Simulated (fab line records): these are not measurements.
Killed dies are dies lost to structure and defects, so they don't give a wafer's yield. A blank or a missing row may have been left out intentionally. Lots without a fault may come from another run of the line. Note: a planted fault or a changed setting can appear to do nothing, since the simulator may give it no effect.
Split-lot experiment	flow n5_finfet	21 wafers read from 7 lots, route of 1938 steps

## THE SPLIT ITSELF
At N5_BEOL_M6_TRENCH_ETCH_37 (etches SiCOH lowk in C4F6/O2, target depth 94.435 nm, time 31.5 s), the setting time_s was moved away from the recipe's 31.5 s on 4 of the 21 wafers read, by -14.4% to +6.5%. For the rest of the wafers, this setting stayed at what the recipe calls for.

## FROM THE SPLIT TO THE READING: what the file shows between them, 11 steps
- N5_BEOL_M6_ETCH_41: etches SiCN in CH3F/O2, target depth 29.7 nm, time 52 s
- N5_BEOL_M6_STRIP_80: strips in N2/H2, time 10 s
- N5_BEOL_M6_OCD_MEAS_38
- N5_BEOL_M6_HM_STRIP_39: strips TiN in peroxide tin strip, target depth 25 nm, time 158 s
- N5_BEOL_M6_SRD_40: time 30 s
- N5_BEOL_M6_ECD_50: material Cu, target thk 300 nm
- N5_BEOL_M6_ANNEAL_51: time 90 s
- N5_BEOL_M6_CMP_52: polishes, stops on SiCOH lowk, t overpolish 6.9 s, target thk 80 nm
- N5_BEOL_M6_THK_MEAS_53: measures by xrf
- N5_BEOL_M6_PRE_CLEAN_55: time 15 s
- N5_BEOL_M6_DEP_56: deposits SiCN from 3MS/NH3, target thk 10 nm, time 17.5 s

## THE READING
M6_RS (ohm/sq), read at N5_BEOL_M6_RS_MEAS_57 with a four-point probe. A value of 0.281 ohm/sq with a standard deviation of 0.01 ohm/sq is what fault-free wafers of this fab line usually give.

wafer	tool, chamber at the split	time_s as run, s	against the recipe	M6_RS, ohm/sq	against lot-mates on the recipe
L079.2	rie_diel-05, 3	31.5	recipe	0.266	-
L079.3	rie_diel-05, 2	31.5	recipe	0.264	-
L079.4	rie_diel-05, 0	31.5	recipe	0.276	-
L081.3	rie_diel-03, 0	31.5	recipe	0.280	-
L081.5	rie_diel-03, 2	31.5	recipe	0.288	-
L081.6	rie_diel-03, 1	31.5	recipe	0.283	-
L085.1	rie_diel-01, 0	33.54	+6.5%	0.259	-0.028
L085.4	rie_diel-01, 3	33.54	+6.5%	0.265	-0.022
L085.6	rie_diel-01, 3	31.5	recipe	0.287	-
L088.2	rie_diel-05, 0	31.5	recipe	0.280	-
L088.3	rie_diel-05, 1	31.5	recipe	0.295	-
L088.4	rie_diel-05, 2	31.5	recipe	0.282	-
L089.2	rie_diel-05, 3	31.5	recipe	0.272	-
L089.5	rie_diel-05, 0	27.19	-13.7%	0.344	+0.072
L089.6	rie_diel-05, 2	31.5	recipe	0.271	-
L094.2	rie_diel-05, 3	31.5	recipe	0.271	-
L094.3	rie_diel-05, 2	31.5	recipe	0.278	-
L094.4	rie_diel-05, 2	26.97	-14.4%	0.360	+0.085
L096.1	rie_diel-05, 3	31.5	recipe	0.264	-
L096.2	rie_diel-05, 1	31.5	recipe	0.280	-
L096.4	rie_diel-05, 0	31.5	recipe	0.282	-

THE FIT
A straight line over all 21 wafers: M6_RS changes by -0.00473 ohm/sq for each +1% of time_s; r = -0.92; the points scatter about the line by 0.0097 ohm/sq.
The same after taking each lot's own level away (the mean of its wafers on the recipe; 21 wafers): -0.00528 ohm/sq for each +1%; r = -0.97; scatter 0.0061 ohm/sq.
The reading moves by 0.076 ohm/sq for the largest change in time_s, on that fit.
Across the lots, their own levels run from 0.2687 to 0.2870 ohm/sq, a range of 1.8 times the standard deviation given above.
Thus the slope moves with the lot-to-lot level: the two fits are different.
Check: +0.0707 ohm/sq against its lot-mates is what the line predicts for one of the wafers moved furthest among these (-14.4%) when that wafer is left out of the fit. Against them it came out at +0.0855 ohm/sq.

## OTHER SPLITS APPLIED TO THESE WAFERS
These wafers also went through other splits before the reading. Each is held against what the fit with the lots' levels taken away leaves over:
other split on the same wafers	wafers away from the commonest value	r with M6_RS (lot level and that fit taken away)
N5_BEOL_M4_DESCUM_16 time_s	4	-0.03
N5_BEOL_M4_VIA_ETCH_34 source_w	6	+0.04
N5_BEOL_M5_COAT_71 spin_rpm	10	-0.02
N5_BEOL_M6_ETCH_66 bias_w	8	+0.06

## THE WHOLE CHAIN: every reading that the file lists as answering this split, in the file's order
step	what it does	reading	change (the file's fit)	r (the file's)
N5_BEOL_M6_TRENCH_ETCH_37	etches SiCOH lowk in C4F6/O2, target depth 94.435 nm, time 31.5 s	etch.depth_nm (the simulator's own value, which no gauge read)	+1.09 nm for each +1% of the setting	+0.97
N5_BEOL_M6_TRENCH_ETCH_37	etches SiCOH lowk in C4F6/O2, target depth 94.435 nm, time 31.5 s	BEOL_M6.feature_depth_nm (the simulator's own value, which no gauge read)	+1.08 nm for each +1% of the setting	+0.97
N5_BEOL_M6_OCD_MEAS_38		trench_depth_nm	+1.07 nm for each +1% of the setting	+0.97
N5_BEOL_M6_CMP_52	polishes, stops on SiCOH lowk, t overpolish 6.9 s, target thk 80 nm	Cu_of_BEOL_M6_ECD_50.thk_nm (the simulator's own value, which no gauge read)	+1.13 nm for each +1% of the setting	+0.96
N5_BEOL_M6_THK_MEAS_53	measures by xrf	M6_THK	+1.13 for each +1% of the setting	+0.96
N5_BEOL_M6_RS_MEAS_57	measures by four-point-probe	M6_RS	-0.00547 for each +1% of the setting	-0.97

## THE FILE'S OWN FIT
M6_RS changes by -0.00547 ohm/sq for each +1% of time_s, r = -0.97.
